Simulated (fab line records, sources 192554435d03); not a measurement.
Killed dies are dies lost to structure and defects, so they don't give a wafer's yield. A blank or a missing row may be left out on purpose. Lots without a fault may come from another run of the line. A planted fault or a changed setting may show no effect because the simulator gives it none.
Chamber matching | flow n5_finfet | N5_BEOL_M5_ALD_86 on ald_metal-03: 4 sister chambers
The step deposits TaN, pulse time 2 s, purge time 3 s, co reactant purge time 2 s. 16 wafers are shown with their chamber, then 8 later ones without.

WAFERS WITH THEIR CHAMBER
wafer  | chamber | heater_power_w (W)
L075.2 | 0       | 390
L075.3 | 2       | 374
L075.5 | 2       | 369
L076.1 | 0       | 396
L076.4 | 1       | 426
L076.5 | 2       | 375
L077.3 | 2       | 373
L077.5 | 2       | 370
L077.6 | 3       | 438
L081.2 | 1       | 418
L081.3 | 2       | 375
L081.5 | 1       | 425
L080.1 | 3       | 421
L080.2 | 1       | 406
L080.6 | 0       | 397
L084.1 | 3       | 426

SIGNATURES (means of the wafers above)
reading        | chamber 0 | chamber 1 | chamber 2 | chamber 3 | scatter within a chamber
heater_power_w | 394.33    | 418.75    | 372.67    | 428.33    | 6.25
Rule: a wafer's distance from a chamber is the root of the sum, over the readings, of the square of ((its reading less the chamber's mean) divided by the reading's scatter). The wafer belongs to the nearest chamber; if the next one is less than 2 further off, it can't be placed. The scatter: the root of (the sum of the squares of (reading less its chamber's mean) over the shown wafers, divided by (wafers less chambers)).

WAFERS WITHOUT THEIR CHAMBER
wafer  | heater_power_w (W)
L084.4 | 404
L084.6 | 418
L083.2 | 394
L083.3 | 357
L083.5 | 406
L091.3 | 380
L091.4 | 394
L091.6 | 366

WHICH CHAMBER EACH WENT THROUGH
wafer  | from the rows above          | in truth
L084.4 | can't be placed: 0 or 1      | 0
L084.6 | can't be placed: 1 or 3      | 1
L083.2 | 0                            | 0
L083.3 | 2                            | 2
L083.5 | can't be placed: 0 or 1 or 3 | 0
L091.3 | can't be placed: 2 or 0      | 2
L091.4 | 0                            | 0
L091.6 | 2                            | 2
Placed correctly: 4 of 8. Can't be placed from these rows: 4 (the true chamber is among the candidates in 4). Placed wrongly: 0.
